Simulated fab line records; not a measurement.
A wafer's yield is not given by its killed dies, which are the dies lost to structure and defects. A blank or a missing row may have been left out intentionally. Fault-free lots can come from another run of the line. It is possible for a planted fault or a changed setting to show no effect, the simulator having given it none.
fab line records || flow n5Finfet || part 2 of 2: steps 21 to 31 of 31
record {"lots": 5, "wafers": 15, "lastDay": 19}
route steps=1938 shown BEOL_M12@1634 BEOL_M13@1659
lots with no fault: from the same line, run without faults
startH: hours from the record's first day to the start of the lot's first wafer shown || waitH: how many hours have passed since the lot's step before this one || " same as the row above || L1.1+2: a single row standing in for several wafers || - either no value or no given start || * or withheld: withheld || < > ~ a bound
route shown NAME@n: NAME is a module with steps in the file, n the number in the route of the first one || usual: mean and standard deviation over wafers with no fault || same: alike in all rows || chamber/n: place in a boat || sites: per-site readings || _std_site: standard deviation of those values || _edge_site: inner sites' mean taken away from outer sites' mean || radiusMm: for every site, how far away it sits from the centre of the wafer || mask NAME#n: copy n || behind: the most recent tool/chamber to have shaped the wafer || hold: cause of the lot's hold/its duration in hours/its outcome || device: which transistor (n, p or np) failed to switch || end of line: the route-end tests of the same wafers || where a step has no rows: the recipe by itself || killed: count of dies lost to structure and defects at first sort (not the wafer's yield) || map: a wafer's dies, marking killed ones x, the rest . and places with no die _
set.NAME: the setting as run; set.NAME@STEP: as run at that earlier step || model.NAME: the simulator's own value behind a step, which no gauge read
certain route steps with their lots: each step a table, each wafer a row
services: the hour from which a tool's chamber was out of use, counted from the record's first day as startH (under 0 if before that day), plus the number of hours and why
## steps
# step N5_BEOL_M12_THK_MEAS_50
# recipe {"thkMeasGauge": "xrf", "reads": "Cu_of_BEOL_M12_ECD_47"}
# usual {"M12_THK": "323/4.3"}
{"lot.wafer": "L078.2", "tool": "filmMetro-02", "chamber": "-", "startH": 263.70, "waitH": "-", "M12_THK[nm]": 313}
{"lot.wafer": "L078.4", "tool": "filmMetro-02", "chamber": "-", "startH": 263.70, "waitH": "-", "M12_THK[nm]": 322}
{"lot.wafer": "L078.6", "tool": "filmMetro-02", "chamber": "-", "startH": 263.70, "waitH": "-", "M12_THK[nm]": 324}
{"lot.wafer": "L081.3", "tool": "filmMetro-02", "chamber": "-", "startH": 289.67, "waitH": "-", "M12_THK[nm]": 329}
{"lot.wafer": "L081.4", "tool": "filmMetro-02", "chamber": "-", "startH": 289.67, "waitH": "-", "M12_THK[nm]": 326}
{"lot.wafer": "L081.6", "tool": "filmMetro-02", "chamber": "-", "startH": 289.67, "waitH": "-", "M12_THK[nm]": 330}
{"lot.wafer": "L087.1", "tool": "filmMetro-02", "chamber": "-", "startH": 333.09, "waitH": "-", "M12_THK[nm]": 325}
{"lot.wafer": "L087.2", "tool": "filmMetro-02", "chamber": "-", "startH": 333.09, "waitH": "-", "M12_THK[nm]": 322}
{"lot.wafer": "L087.4", "tool": "filmMetro-02", "chamber": "-", "startH": 333.09, "waitH": "-", "M12_THK[nm]": 324}
{"lot.wafer": "L090.3", "tool": "filmMetro-01", "chamber": "-", "startH": 338.20, "waitH": "-", "M12_THK[nm]": 323}
{"lot.wafer": "L090.5", "tool": "filmMetro-01", "chamber": "-", "startH": 338.20, "waitH": "-", "M12_THK[nm]": 323}
{"lot.wafer": "L090.6", "tool": "filmMetro-01", "chamber": "-", "startH": 338.20, "waitH": "-", "M12_THK[nm]": 319}
{"lot.wafer": "L097.1", "tool": "filmMetro-02", "chamber": "-", "startH": 404.86, "waitH": "-", "M12_THK[nm]": 320}
{"lot.wafer": "L097.3", "tool": "filmMetro-02", "chamber": "-", "startH": 404.86, "waitH": "-", "M12_THK[nm]": 322}
{"lot.wafer": "L097.4", "tool": "filmMetro-02", "chamber": "-", "startH": 404.86, "waitH": "-", "M12_THK[nm]": 327}
# step N5_BEOL_M12_PRE_CLEAN_52
# recipe {"gas": "NH3", "timeS": 15, "tempC": "withheld", "rfPowerW": 300}
{"lot.wafer": "L078.2+4+6", "tool": "pecvd-01", "chamber": "1,0,2", "startH": 263.74, "waitH": 0.0}
{"lot.wafer": "L081.3+4+6", "tool": "pecvd-01", "chamber": "2,2,1", "startH": 289.71, "waitH": 0.0}
{"lot.wafer": "L087.1+2+4", "tool": "pecvd-01", "chamber": "2,0,1", "startH": 333.13, "waitH": 0.0}
{"lot.wafer": "L090.3+5+6", "tool": "pecvd-01", "chamber": "1,1,2", "startH": 338.23, "waitH": 0.0}
{"lot.wafer": "L097.1+3+4", "tool": "pecvd-01", "chamber": "0,1,0", "startH": 404.90, "waitH": 0.0}
# step N5_BEOL_M12_DEP_53
# recipe {"material": "SiCN", "targetThkA": 300, "tempC": "withheld", "precursor": "3MS/NH3", "pressureTorr": 3, "rfW": 675, "timeS": 10.5}
# usual {"showerheadPlenumPTorr": "4.14/0.034", "throttleValvePct": "18.7/1.4"}
{"lot.wafer": "L078.2", "tool": "pecvd-01", "chamber": 1, "startH": 263.76, "waitH": 0.0, "showerheadPlenumPTorr": 4.15, "throttleValvePct": 19.8}
{"lot.wafer": "L078.4", "tool": "pecvd-01", "chamber": 0, "startH": 263.76, "waitH": 0.0, "showerheadPlenumPTorr": 4.11, "throttleValvePct": 20.6}
{"lot.wafer": "L078.6", "tool": "pecvd-01", "chamber": 2, "startH": 263.76, "waitH": 0.0, "showerheadPlenumPTorr": 4.11, "throttleValvePct": 17.8}
{"lot.wafer": "L081.3", "tool": "pecvd-01", "chamber": 2, "startH": 289.73, "waitH": 0.0, "showerheadPlenumPTorr": 4.10, "throttleValvePct": 17.9}
{"lot.wafer": "L081.4", "tool": "pecvd-01", "chamber": 2, "startH": 289.73, "waitH": 0.0, "showerheadPlenumPTorr": 4.12, "throttleValvePct": 17.7}
{"lot.wafer": "L081.6", "tool": "pecvd-01", "chamber": 1, "startH": 289.73, "waitH": 0.0, "showerheadPlenumPTorr": 4.14, "throttleValvePct": 19.8}
{"lot.wafer": "L087.1", "tool": "pecvd-01", "chamber": 2, "startH": 333.15, "waitH": 0.0, "showerheadPlenumPTorr": 4.11, "throttleValvePct": 17.6}
{"lot.wafer": "L087.2", "tool": "pecvd-01", "chamber": 0, "startH": 333.15, "waitH": 0.0, "showerheadPlenumPTorr": 4.13, "throttleValvePct": 20.3}
{"lot.wafer": "L087.4", "tool": "pecvd-01", "chamber": 1, "startH": 333.15, "waitH": 0.0, "showerheadPlenumPTorr": 4.16, "throttleValvePct": 19.8}
{"lot.wafer": "L090.3", "tool": "pecvd-01", "chamber": 1, "startH": 338.26, "waitH": 0.0, "showerheadPlenumPTorr": 4.15, "throttleValvePct": 19.8}
{"lot.wafer": "L090.5", "tool": "pecvd-01", "chamber": 1, "startH": 338.26, "waitH": 0.0, "showerheadPlenumPTorr": 4.14, "throttleValvePct": 19.9}
{"lot.wafer": "L090.6", "tool": "pecvd-01", "chamber": 2, "startH": 338.26, "waitH": 0.0, "showerheadPlenumPTorr": 4.11, "throttleValvePct": 17.7}
{"lot.wafer": "L097.1", "tool": "pecvd-01", "chamber": 0, "startH": 404.93, "waitH": 0.0, "showerheadPlenumPTorr": 4.12, "throttleValvePct": 20.5}
{"lot.wafer": "L097.3", "tool": "pecvd-01", "chamber": 1, "startH": 404.93, "waitH": 0.0, "showerheadPlenumPTorr": 4.14, "throttleValvePct": 19.7}
{"lot.wafer": "L097.4", "tool": "pecvd-01", "chamber": 0, "startH": 404.93, "waitH": 0.0, "showerheadPlenumPTorr": 4.11, "throttleValvePct": 20.5}
# step N5_BEOL_M12_RS_MEAS_54
# recipe {"thkMeasGauge": "four-point-probe", "reads": "Cu_of_BEOL_M12_ECD_47+Ta_of_BEOL_M12_SPUTTER_44+TaN_of_BEOL_M12_SPUTTER_43"}
# usual {"M12_RS": "0.0599/0.00069"}
{"lot.wafer": "L078.2", "tool": "filmMetro-02", "chamber": "-", "startH": 263.83, "waitH": 0.0, "M12_RS[ohm/sq]": 0.0617}
{"lot.wafer": "L078.4", "tool": "filmMetro-02", "chamber": "-", "startH": 263.83, "waitH": 0.0, "M12_RS[ohm/sq]": 0.0600}
{"lot.wafer": "L078.6", "tool": "filmMetro-02", "chamber": "-", "startH": 263.83, "waitH": 0.0, "M12_RS[ohm/sq]": 0.0593}
{"lot.wafer": "L081.3", "tool": "filmMetro-02", "chamber": "-", "startH": 289.80, "waitH": 0.0, "M12_RS[ohm/sq]": 0.0584}
{"lot.wafer": "L081.4", "tool": "filmMetro-02", "chamber": "-", "startH": 289.80, "waitH": 0.0, "M12_RS[ohm/sq]": 0.0593}
{"lot.wafer": "L081.6", "tool": "filmMetro-02", "chamber": "-", "startH": 289.80, "waitH": 0.0, "M12_RS[ohm/sq]": 0.0581}
{"lot.wafer": "L087.1", "tool": "filmMetro-01", "chamber": "-", "startH": 333.21, "waitH": 0.0, "M12_RS[ohm/sq]": 0.0596}
{"lot.wafer": "L087.2", "tool": "filmMetro-01", "chamber": "-", "startH": 333.21, "waitH": 0.0, "M12_RS[ohm/sq]": 0.0603}
{"lot.wafer": "L087.4", "tool": "filmMetro-01", "chamber": "-", "startH": 333.21, "waitH": 0.0, "M12_RS[ohm/sq]": 0.0598}
{"lot.wafer": "L090.3", "tool": "filmMetro-01", "chamber": "-", "startH": 338.32, "waitH": 0.0, "M12_RS[ohm/sq]": 0.0595}
{"lot.wafer": "L090.5", "tool": "filmMetro-01", "chamber": "-", "startH": 338.32, "waitH": 0.0, "M12_RS[ohm/sq]": 0.0597}
{"lot.wafer": "L090.6", "tool": "filmMetro-01", "chamber": "-", "startH": 338.32, "waitH": 0.0, "M12_RS[ohm/sq]": 0.0603}
{"lot.wafer": "L097.1", "tool": "filmMetro-02", "chamber": "-", "startH": 405.01, "waitH": 0.1, "M12_RS[ohm/sq]": 0.0611}
{"lot.wafer": "L097.3", "tool": "filmMetro-02", "chamber": "-", "startH": 405.01, "waitH": 0.1, "M12_RS[ohm/sq]": 0.0601}
{"lot.wafer": "L097.4", "tool": "filmMetro-02", "chamber": "-", "startH": 405.01, "waitH": 0.1, "M12_RS[ohm/sq]": 0.0594}
# step N5_BEOL_M12_INSPECT_55
# recipe {"inspectInstrument": "darkfield", "mode": "postDep"}
# usual {"rawDefectCount": "66/20"}
{"lot.wafer": "L078.2", "tool": "defectInspect-01", "chamber": "-", "startH": 263.86, "waitH": 0.0, "rawDefectCount": 85}
{"lot.wafer": "L078.4", "tool": "defectInspect-01", "chamber": "-", "startH": 263.86, "waitH": 0.0, "rawDefectCount": 84}
{"lot.wafer": "L078.6", "tool": "defectInspect-01", "chamber": "-", "startH": 263.86, "waitH": 0.0, "rawDefectCount": 103}
{"lot.wafer": "L081.3", "tool": "defectInspect-01", "chamber": "-", "startH": 289.82, "waitH": 0.0, "rawDefectCount": 62}
{"lot.wafer": "L081.4", "tool": "defectInspect-01", "chamber": "-", "startH": 289.82, "waitH": 0.0, "rawDefectCount": 47}
{"lot.wafer": "L081.6", "tool": "defectInspect-01", "chamber": "-", "startH": 289.82, "waitH": 0.0, "rawDefectCount": 74}
{"lot.wafer": "L087.1", "tool": "defectInspect-02", "chamber": "-", "startH": 333.24, "waitH": 0.0, "rawDefectCount": 114}
{"lot.wafer": "L087.2", "tool": "defectInspect-02", "chamber": "-", "startH": 333.24, "waitH": 0.0, "rawDefectCount": 86}
{"lot.wafer": "L087.4", "tool": "defectInspect-02", "chamber": "-", "startH": 333.24, "waitH": 0.0, "rawDefectCount": 87}
{"lot.wafer": "L090.3", "tool": "defectInspect-02", "chamber": "-", "startH": 338.35, "waitH": 0.0, "rawDefectCount": 46}
{"lot.wafer": "L090.5", "tool": "defectInspect-02", "chamber": "-", "startH": 338.35, "waitH": 0.0, "rawDefectCount": 88}
{"lot.wafer": "L090.6", "tool": "defectInspect-02", "chamber": "-", "startH": 338.35, "waitH": 0.0, "rawDefectCount": 82}
{"lot.wafer": "L097.1", "tool": "defectInspect-01", "chamber": "-", "startH": 405.04, "waitH": 0.0, "rawDefectCount": 57}
{"lot.wafer": "L097.3", "tool": "defectInspect-01", "chamber": "-", "startH": 405.04, "waitH": 0.0, "rawDefectCount": 41}
{"lot.wafer": "L097.4", "tool": "defectInspect-01", "chamber": "-", "startH": 405.04, "waitH": 0.0, "rawDefectCount": 44}
# step N5_BEOL_M13_ILD_DEP_00
# recipe {"material": "SiOC", "targetThkA": 8379.2, "tempC": 350, "precursor": "DEMS/O2", "pressureTorr": 5, "rfW": 500, "timeS": 166.4}
# usual {"heaterPowerW": "459/62", "showerheadPlenumPTorr": "5.687/0.023", "throttleValvePct": "11.9/0.78"}
{"lot.wafer": "L078.2", "tool": "pecvd-03", "chamber": 1, "startH": 263.90, "waitH": 0.0, "heaterPowerW": 512, "showerheadPlenumPTorr": 5.713, "throttleValvePct": 12.6}
{"lot.wafer": "L078.4", "tool": "pecvd-03", "chamber": 2, "startH": 263.90, "waitH": 0.0, "heaterPowerW": 488, "showerheadPlenumPTorr": 5.718, "throttleValvePct": 10.5}
{"lot.wafer": "L078.6", "tool": "pecvd-03", "chamber": 0, "startH": 263.90, "waitH": 0.0, "heaterPowerW": 525, "showerheadPlenumPTorr": 5.647, "throttleValvePct": 11.7}
{"lot.wafer": "L081.3", "tool": "pecvd-02", "chamber": 0, "startH": 289.86, "waitH": 0.0, "heaterPowerW": 457, "showerheadPlenumPTorr": 5.704, "throttleValvePct": 11.8}
{"lot.wafer": "L081.4", "tool": "pecvd-02", "chamber": 1, "startH": 289.86, "waitH": 0.0, "heaterPowerW": 577, "showerheadPlenumPTorr": 5.682, "throttleValvePct": 10.9}
{"lot.wafer": "L081.6", "tool": "pecvd-02", "chamber": 2, "startH": 289.86, "waitH": 0.0, "heaterPowerW": 391, "showerheadPlenumPTorr": 5.698, "throttleValvePct": 12.3}
{"lot.wafer": "L087.1", "tool": "pecvd-03", "chamber": 1, "startH": 333.28, "waitH": 0.0, "heaterPowerW": 439, "showerheadPlenumPTorr": 5.689, "throttleValvePct": 12.2}
{"lot.wafer": "L087.2", "tool": "pecvd-03", "chamber": 2, "startH": 333.28, "waitH": 0.0, "heaterPowerW": 475, "showerheadPlenumPTorr": 5.720, "throttleValvePct": 10.5}
{"lot.wafer": "L087.4", "tool": "pecvd-03", "chamber": 1, "startH": 333.28, "waitH": 0.0, "heaterPowerW": 473, "showerheadPlenumPTorr": 5.704, "throttleValvePct": 11.9}
{"lot.wafer": "L090.3", "tool": "pecvd-03", "chamber": 1, "startH": 338.38, "waitH": 0.0, "heaterPowerW": 499, "showerheadPlenumPTorr": 5.694, "throttleValvePct": 12.4}
{"lot.wafer": "L090.5", "tool": "pecvd-03", "chamber": 2, "startH": 338.38, "waitH": 0.0, "heaterPowerW": 419, "showerheadPlenumPTorr": 5.703, "throttleValvePct": 11.0}
{"lot.wafer": "L090.6", "tool": "pecvd-03", "chamber": 0, "startH": 338.38, "waitH": 0.0, "heaterPowerW": 492, "showerheadPlenumPTorr": 5.650, "throttleValvePct": 11.8}
{"lot.wafer": "L097.1", "tool": "pecvd-03", "chamber": 1, "startH": 405.08, "waitH": 0.0, "heaterPowerW": 489, "showerheadPlenumPTorr": 5.700, "throttleValvePct": 12.3}
{"lot.wafer": "L097.3", "tool": "pecvd-03", "chamber": 2, "startH": 405.08, "waitH": 0.0, "heaterPowerW": 507, "showerheadPlenumPTorr": 5.717, "throttleValvePct": 11.1}
{"lot.wafer": "L097.4", "tool": "pecvd-03", "chamber": 1, "startH": 405.08, "waitH": 0.0, "heaterPowerW": 508, "showerheadPlenumPTorr": 5.715, "throttleValvePct": 12.1}
# step N5_BEOL_M13_THK_MEAS_01
# recipe {"reads": "SiOC_of_BEOL_M13_ILD_DEP_00"}
# usual {"M13_ILD_THK": "839/8.8"}
{"lot.wafer": "L078.2", "tool": "filmMetro-02", "chamber": "-", "startH": 264.05, "waitH": 0.1, "M13_ILD_THK[nm]": 840}
{"lot.wafer": "L078.4", "tool": "filmMetro-02", "chamber": "-", "startH": 264.05, "waitH": 0.1, "M13_ILD_THK[nm]": 834}
{"lot.wafer": "L078.6", "tool": "filmMetro-02", "chamber": "-", "startH": 264.05, "waitH": 0.1, "M13_ILD_THK[nm]": 848}
{"lot.wafer": "L081.3", "tool": "filmMetro-02", "chamber": "-", "startH": 290.01, "waitH": 0.1, "M13_ILD_THK[nm]": 836}
{"lot.wafer": "L081.4", "tool": "filmMetro-02", "chamber": "-", "startH": 290.01, "waitH": 0.1, "M13_ILD_THK[nm]": 844}
{"lot.wafer": "L081.6", "tool": "filmMetro-02", "chamber": "-", "startH": 290.01, "waitH": 0.1, "M13_ILD_THK[nm]": 855}
{"lot.wafer": "L087.1", "tool": "filmMetro-02", "chamber": "-", "startH": 333.43, "waitH": 0.1, "M13_ILD_THK[nm]": 853}
{"lot.wafer": "L087.2", "tool": "filmMetro-02", "chamber": "-", "startH": 333.43, "waitH": 0.1, "M13_ILD_THK[nm]": 835}
{"lot.wafer": "L087.4", "tool": "filmMetro-02", "chamber": "-", "startH": 333.43, "waitH": 0.1, "M13_ILD_THK[nm]": 848}
{"lot.wafer": "L090.3", "tool": "filmMetro-02", "chamber": "-", "startH": 338.53, "waitH": 0.1, "M13_ILD_THK[nm]": 841}
{"lot.wafer": "L090.5", "tool": "filmMetro-02", "chamber": "-", "startH": 338.53, "waitH": 0.1, "M13_ILD_THK[nm]": 840}
{"lot.wafer": "L090.6", "tool": "filmMetro-02", "chamber": "-", "startH": 338.53, "waitH": 0.1, "M13_ILD_THK[nm]": 841}
{"lot.wafer": "L097.1", "tool": "filmMetro-02", "chamber": "-", "startH": 405.29, "waitH": 0.2, "M13_ILD_THK[nm]": 836}
{"lot.wafer": "L097.3", "tool": "filmMetro-02", "chamber": "-", "startH": 405.29, "waitH": 0.2, "M13_ILD_THK[nm]": 838}
{"lot.wafer": "L097.4", "tool": "filmMetro-02", "chamber": "-", "startH": 405.29, "waitH": 0.2, "M13_ILD_THK[nm]": 846}
# step N5_BEOL_M13_COAT_58
# recipe {"resist": "BARC", "tempC": 205, "timeS": 60, "spinRpm": 1500, "resistThkNm": 89}
# usual {"heaterPowerTotalW": "391.7/1.3"}
{"lot.wafer": "L078.2", "tool": "lithoTrack-02", "chamber": 0, "startH": 264.08, "waitH": 0.0, "heaterPowerTotalW": 392.6}
{"lot.wafer": "L078.4", "tool": "lithoTrack-02", "chamber": 0, "startH": 264.08, "waitH": 0.0, "heaterPowerTotalW": 391.2}
{"lot.wafer": "L078.6", "tool": "lithoTrack-02", "chamber": 0, "startH": 264.08, "waitH": 0.0, "heaterPowerTotalW": 391.9}
{"lot.wafer": "L081.3", "tool": "lithoTrack-02", "chamber": 0, "startH": 290.04, "waitH": 0.0, "heaterPowerTotalW": 392.6}
{"lot.wafer": "L081.4", "tool": "lithoTrack-02", "chamber": 0, "startH": 290.04, "waitH": 0.0, "heaterPowerTotalW": 389.7}
{"lot.wafer": "L081.6", "tool": "lithoTrack-02", "chamber": 0, "startH": 290.04, "waitH": 0.0, "heaterPowerTotalW": 390.1}
{"lot.wafer": "L087.1", "tool": "lithoTrack-05", "chamber": 0, "startH": 333.46, "waitH": 0.0, "heaterPowerTotalW": 391.8}
{"lot.wafer": "L087.2", "tool": "lithoTrack-05", "chamber": 0, "startH": 333.46, "waitH": 0.0, "heaterPowerTotalW": 390.1}
{"lot.wafer": "L087.4", "tool": "lithoTrack-05", "chamber": 0, "startH": 333.46, "waitH": 0.0, "heaterPowerTotalW": 392.9}
{"lot.wafer": "L090.3", "tool": "lithoTrack-02", "chamber": 0, "startH": 338.57, "waitH": 0.0, "heaterPowerTotalW": 391.3}
{"lot.wafer": "L090.5", "tool": "lithoTrack-02", "chamber": 0, "startH": 338.57, "waitH": 0.0, "heaterPowerTotalW": 393.3}
{"lot.wafer": "L090.6", "tool": "lithoTrack-02", "chamber": 0, "startH": 338.57, "waitH": 0.0, "heaterPowerTotalW": 390.2}
{"lot.wafer": "L097.1", "tool": "lithoTrack-01", "chamber": 0, "startH": 405.32, "waitH": 0.0, "heaterPowerTotalW": 393.1}
{"lot.wafer": "L097.3", "tool": "lithoTrack-01", "chamber": 0, "startH": 405.32, "waitH": 0.0, "heaterPowerTotalW": 390.2}
{"lot.wafer": "L097.4", "tool": "lithoTrack-01", "chamber": 0, "startH": 405.32, "waitH": 0.0, "heaterPowerTotalW": 390.1}
# step N5_BEOL_M13_COAT_04
# recipe {"spinRpm": 1625, "resistThkNm": 400}
{"lot.wafer": "L078.2+4+6", "tool": "lithoTrack-02", "chamber": 0, "startH": "-", "waitH": "-"}
{"lot.wafer": "L081.3+4+6", "tool": "lithoTrack-02", "chamber": 0, "startH": "-", "waitH": "-"}
{"lot.wafer": "L087.1+2+4", "tool": "lithoTrack-05", "chamber": 0, "startH": "-", "waitH": "-"}
{"lot.wafer": "L090.3+5+6", "tool": "lithoTrack-02", "chamber": 0, "startH": "-", "waitH": "-"}
{"lot.wafer": "L097.1+3+4", "tool": "lithoTrack-01", "chamber": 0, "startH": "-", "waitH": "-"}
# step N5_BEOL_M13_EBR_06
# recipe {"solvent": "PGMEA", "ebrWidthMm": 1.5}
# same {"ebrWidthMm": 1.5}
{"lot.wafer": "L078.2+4+6", "tool": "lithoTrack-02", "chamber": 0, "startH": "-", "waitH": "-"}
{"lot.wafer": "L081.3+4+6", "tool": "lithoTrack-02", "chamber": 0, "startH": "-", "waitH": "-"}
{"lot.wafer": "L087.1+2+4", "tool": "lithoTrack-05", "chamber": 0, "startH": "-", "waitH": "-"}
{"lot.wafer": "L090.3+5+6", "tool": "lithoTrack-02", "chamber": 0, "startH": "-", "waitH": "-"}
{"lot.wafer": "L097.1+3+4", "tool": "lithoTrack-01", "chamber": 0, "startH": "-", "waitH": "-"}
# step N5_BEOL_M13_SOFTBAKE_05
# recipe {"tempC": 130, "timeS": 60}
# usual {"heaterPowerTotalW": "218.7/1.5"}
{"lot.wafer": "L078.2", "tool": "lithoTrack-02", "chamber": 0, "startH": "-", "waitH": "-", "heaterPowerTotalW": 220.0}
{"lot.wafer": "L078.4", "tool": "lithoTrack-02", "chamber": 0, "startH": "-", "waitH": "-", "heaterPowerTotalW": 217.3}
{"lot.wafer": "L078.6", "tool": "lithoTrack-02", "chamber": 0, "startH": "-", "waitH": "-", "heaterPowerTotalW": 216.5}
{"lot.wafer": "L081.3", "tool": "lithoTrack-02", "chamber": 0, "startH": "-", "waitH": "-", "heaterPowerTotalW": 216.7}
{"lot.wafer": "L081.4", "tool": "lithoTrack-02", "chamber": 0, "startH": "-", "waitH": "-", "heaterPowerTotalW": 220.2}
{"lot.wafer": "L081.6", "tool": "lithoTrack-02", "chamber": 0, "startH": "-", "waitH": "-", "heaterPowerTotalW": 217.5}
{"lot.wafer": "L087.1", "tool": "lithoTrack-05", "chamber": 0, "startH": "-", "waitH": "-", "heaterPowerTotalW": 218.4}
{"lot.wafer": "L087.2", "tool": "lithoTrack-05", "chamber": 0, "startH": "-", "waitH": "-", "heaterPowerTotalW": 220.7}
{"lot.wafer": "L087.4", "tool": "lithoTrack-05", "chamber": 0, "startH": "-", "waitH": "-", "heaterPowerTotalW": 219.7}
{"lot.wafer": "L090.3", "tool": "lithoTrack-02", "chamber": 0, "startH": "-", "waitH": "-", "heaterPowerTotalW": 216.5}
{"lot.wafer": "L090.5", "tool": "lithoTrack-02", "chamber": 0, "startH": "-", "waitH": "-", "heaterPowerTotalW": 217.1}
{"lot.wafer": "L090.6", "tool": "lithoTrack-02", "chamber": 0, "startH": "-", "waitH": "-", "heaterPowerTotalW": 217.1}
{"lot.wafer": "L097.1", "tool": "lithoTrack-01", "chamber": 0, "startH": "-", "waitH": "-", "heaterPowerTotalW": 216.7}
{"lot.wafer": "L097.3", "tool": "lithoTrack-01", "chamber": 0, "startH": "-", "waitH": "-", "heaterPowerTotalW": 220.6}
{"lot.wafer": "L097.4", "tool": "lithoTrack-01", "chamber": 0, "startH": "-", "waitH": "-", "heaterPowerTotalW": 219.4}
## services
{"tool": "rieDiel-01", "chamber": 1, "startH": 240.61, "hours": "-", "kind": "clean"}
{"tool": "rieDiel-01", "chamber": 1, "startH": 240.61, "hours": "-", "kind": "consumableReplace:focusRing"}
{"tool": "rieDiel-01", "chamber": 1, "startH": 240.61, "hours": 16.8, "kind": "scheduledDown"}
{"tool": "plasmaAsher-01", "chamber": "-", "startH": 240.82, "hours": 12.0, "kind": "repair"}
{"tool": "cmp-01", "chamber": "-", "startH": 241.36, "hours": 0.4, "kind": "repair"}
{"tool": "cmp-01", "chamber": "-", "startH": 248.38, "hours": 7.0, "kind": "repair"}
{"tool": "cmp-04", "chamber": "-", "startH": 249.36, "hours": 3.8, "kind": "repair"}
{"tool": "cmp-04", "chamber": "-", "startH": 260.25, "hours": 4.0, "kind": "pm"}
{"tool": "rieDiel-02", "chamber": 2, "startH": 281.00, "hours": 6.7, "kind": "repair"}
{"tool": "rieDiel-01", "chamber": 2, "startH": 307.95, "hours": 1.8, "kind": "repair"}
{"tool": "pecvd-01", "chamber": "-", "startH": 312.06, "hours": 6.0, "kind": "pm"}
{"tool": "cmp-04", "chamber": "-", "startH": 320.93, "hours": 0.4, "kind": "repair"}
{"tool": "cmp-04", "chamber": "-", "startH": 326.12, "hours": 0.6, "kind": "repair"}
{"tool": "plasmaAsher-02", "chamber": "-", "startH": 336.90, "hours": 2.1, "kind": "repair"}
{"tool": "cmp-04", "chamber": "-", "startH": 349.13, "hours": 2.2, "kind": "repair"}
{"tool": "cmp-01", "chamber": "-", "startH": 350.53, "hours": 0.4, "kind": "repair"}
{"tool": "pecvd-02", "chamber": "-", "startH": 357.71, "hours": 14.6, "kind": "pm"}
{"tool": "rieDiel-06", "chamber": 0, "startH": 360.39, "hours": 6.0, "kind": "repair"}
{"tool": "rieDiel-01", "chamber": 1, "startH": 371.83, "hours": 1.8, "kind": "repair"}
{"tool": "ecdCu-01", "chamber": "-", "startH": 383.17, "hours": 1.2, "kind": "repair"}
{"tool": "pecvd-02", "chamber": "-", "startH": 384.30, "hours": 0.8, "kind": "repair"}
{"tool": "cmp-01", "chamber": "-", "startH": 388.20, "hours": 2.8, "kind": "pm"}
{"tool": "pvdSputter-02", "chamber": "-", "startH": 391.44, "hours": 2.1, "kind": "repair"}
{"tool": "cmp-04", "chamber": "-", "startH": 397.52, "hours": 10.1, "kind": "pm"}
